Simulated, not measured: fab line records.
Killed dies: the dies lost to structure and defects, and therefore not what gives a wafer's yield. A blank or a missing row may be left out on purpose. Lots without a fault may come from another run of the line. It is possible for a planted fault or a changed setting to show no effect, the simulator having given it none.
A lot that was struck, set against a sound lot :: flow n5-finfet :: 37 out of 1938 route steps
Sound: wafers L362.4, L362.5, L362.6. Wafers struck: L354.1, L354.3, L354.5. The cause is given at the end.
Each step with rows lists, per side, the tool, then ch with its chambers, then its first start. Under that, the readings that differ: sound wafers :: struck wafers :: difference of the means :: sigmas: that difference in standard deviations of wafers without a fault.
alike: same words and numbers on both sides, and readings whose means sit less than 2 such deviations apart. not compared: any withheld reading, any reading some wafer has no value for, any bound like >300 that may hide the same value, and any number with overlapping values for which the record gives no deviation.
The two part at a step that has a row with sigmas, a row that says differs or no value, or rows on one side only. When numbers do not overlap yet have no deviation, they are printed without sigmas and do not part them. A reading missing from all wafers of one side parts the sides only when that side holds two or more wafers.

first, 9 steps without rows for these wafers: N5_WELL_APT_COAT_19 (resist thk 950 nm); N5_WELL_APT_EBR_21; N5_WELL_APT_SOFTBAKE_20 (time 60 s); N5_WELL_APT_EXPOSE_22 (exposes mask PWELL, defocus 0 nm, target cd 200 nm); N5_WELL_APT_PEB_23 (peb time 90 s); N5_WELL_APT_DEVELOP_24 (develop time 45 s); N5_WELL_APT_HARDBAKE_29 (time 120 s); N5_WELL_APT_DESCUM_30 (chemistry O2, time 7.9 s); N5_WELL_APT_IMPLANT_31.
N5_WELL_APT_IMPLANT_32:
  sound on implanter-01 ch 0, day 6 09:23; struck on implanter-02 ch 0, day 4 09:28
reading: dose-ions-cm2
sound: 2.0033e+13 2.0012e+13 2.0021e+13
struck: 1.988e+12 2.013e+12 2.064e+12
difference: -1.800e+13
sigmas: -99 or more

reading: faraday-current-uA
sound: 255 253 256
struck: 25 26 26
difference: -229
sigmas: -50
then, 25 steps without rows for these wafers: N5_WELL_APT_STRIP_33 (strips in SPM, time 900 s); N5_WELL_APT_RTA_34 (time 10 s); N5_WELL_APT_OXIDE_STRIP_42 (strips SiO2 in dHF, time 45 s, target depth 12 nm); N5_WELL_APT_PRECLEAN_36 (cleans in O3/DIW, time 45 s); N5_WELL_APT_PRECLEAN_39 (cleans in dHF, time 60 s); N5_WELL_APT_SRD_37 (time 30 s); N5_WELL_APT_EPI_41 (deposits Si from SiH4/H2, target thk 50 nm, time 297.7 s); N5_PMOS_HMC_CHANNEL_EPI_HM_DEP_34 (deposits SiO2 from TEOS/O2, target thk 36 nm, time 6.9 s); N5_PMOS_HMC_CHANNEL_EPI_COAT_31 (time 60 s, resist thk 66 nm); N5_PMOS_HMC_CHANNEL_EPI_COAT_03 (resist thk 205 nm); N5_PMOS_HMC_CHANNEL_EPI_EBR_05; N5_PMOS_HMC_CHANNEL_EPI_SOFTBAKE_04 (time 60 s); N5_PMOS_HMC_CHANNEL_EPI_EXPOSE_06 (exposes mask PMOS HMC BLK, target cd 240 nm); N5_PMOS_HMC_CHANNEL_EPI_PEB_07 (peb time 60 s); N5_PMOS_HMC_CHANNEL_EPI_DEVELOP_08 (develop time 30 s); N5_PMOS_HMC_CHANNEL_EPI_DESCUM_14 (chemistry O2, time 7.9 s); N5_PMOS_HMC_CHANNEL_EPI_ETCH_32 (etches BARC in N2/H2, stops on SiO2, target depth 85.8 nm, time 50.3 s); N5_PMOS_HMC_CHANNEL_EPI_HM_OPEN_15 (chemistry CHF3/O2, target SiO2, target depth 40.6 nm, time 20.3 s); N5_PMOS_HMC_CHANNEL_EPI_STRIP_33 (strips in N2/H2); N5_PMOS_HMC_CHANNEL_EPI_STRIP_17 (strips in SPM, time 750 s); N5_PMOS_HMC_CHANNEL_EPI_ETCH_38 (etches SiO2 in CF4, target depth 1.5 nm); N5_PMOS_HMC_CHANNEL_EPI_FIN_RECESS_16 (chemistry HBr/Cl2, target Si, target depth 54 nm, time 18 s); N5_PMOS_HMC_CHANNEL_EPI_PRECLEAN_36 (cleans in O3/DIW, time 45 s); N5_PMOS_HMC_CHANNEL_EPI_PRECLEAN_18 (cleans in DHF, time 30 s); N5_PMOS_HMC_CHANNEL_EPI_SRD_19 (time 30 s).
-- a jump in the record: the struck wafers' starts before and after are 6 days apart (it breaks off in module PMOS_HMC_CHANNEL_EPI and resumes in module BEOL_M4, where the first step shown is number 1111 of the route) --
N5_BEOL_M4_RC_MEAS_101:
  sound on prober-01 ch 0, day 12 22:23; struck on prober-01 ch 0, day 10 15:46
reading: CJ_N
sound: 4.24 4.27 4.27
struck: 1.42 1.44 1.43
difference: -2.83
sigmas: -30

reading: DIBL_N (mV/V)
sound: 35.7 33.9 37.7
struck: 71.2 87.2 74.9
difference: +42.0
sigmas: +25

reading: IOFF_N (nA/um)
sound: 0.16 0.12 0.19
struck: 5.68 10.16 5.92
difference: +7.10
sigmas: +99 or more

reading: IOFF_N_85C (nA/um)
sound: 3.1 2.4 3.7
struck: 62.8 103.1 64.8
difference: +73.8
sigmas: +99 or more

reading: IOFF_N_LIN (nA/um)
sound: 0.076 0.060 0.091
struck: 0.297 0.374 0.271
difference: +0.238
sigmas: +20

reading: ION_N (uA/um)
sound: 680 660 698
struck: 713 702 701
difference: +26
sigmas: +2

reading: RS_PWELL (ohm/sq)
sound: 3017 3000 2976
struck: 3209 3190 3178
difference: +195
sigmas: +7

reading: SS_N (mV/dec)
sound: 71.9 71.3 72.2
struck: 108.7 120.9 113.0
difference: +42.4
sigmas: +71
  alike: DIBL_P, IOFF_P, ION_P, SS_P, VT_N, VT_P
-- a jump in the record: the struck wafers' starts before and after are 4 days apart (it breaks off in module BEOL_M4 and resumes in module PASSIVATION, where the first step shown is number 1936 of the route) --
N5_PASSIVATION_PROBE_49:
  sound: prober-02 at day 17 05:07; struck: prober-02 at day 14 17:51
reading: sort_bin_4_leakage (%)
sound: 0 0 0
struck: 92.12 92.03 90.68
difference: +91.61
sigmas: +99 or more

reading: sort-n-pass
sound: 1065 1057 1090
struck: 0 0 0
difference: -1071
sigmas: -63

reading: sort-yield-pct (%)
sound: 90.3 89.6 92.4
struck: 0 0 0
difference: -91
sigmas: -65
  alike: defect-limited-yield, killed_at_M0_to_M3, killed_at_M4_up, killed-at-contacts, killed-at-front-end, killed-at-other, killed-dies, killed-open, killed-short, sort_bin_5_function, sort_bin_6_memory, sort_bin_8_speed

== WHERE THEY PART ==
Earliest at N5_WELL_APT_IMPLANT_32; latest, in this record, at N5_PASSIVATION_PROBE_49.

WHY: whatever the simulator had introduced
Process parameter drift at N5_WELL_APT_IMPLANT_32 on implanter-02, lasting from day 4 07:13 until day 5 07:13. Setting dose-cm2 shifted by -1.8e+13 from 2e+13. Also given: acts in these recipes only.
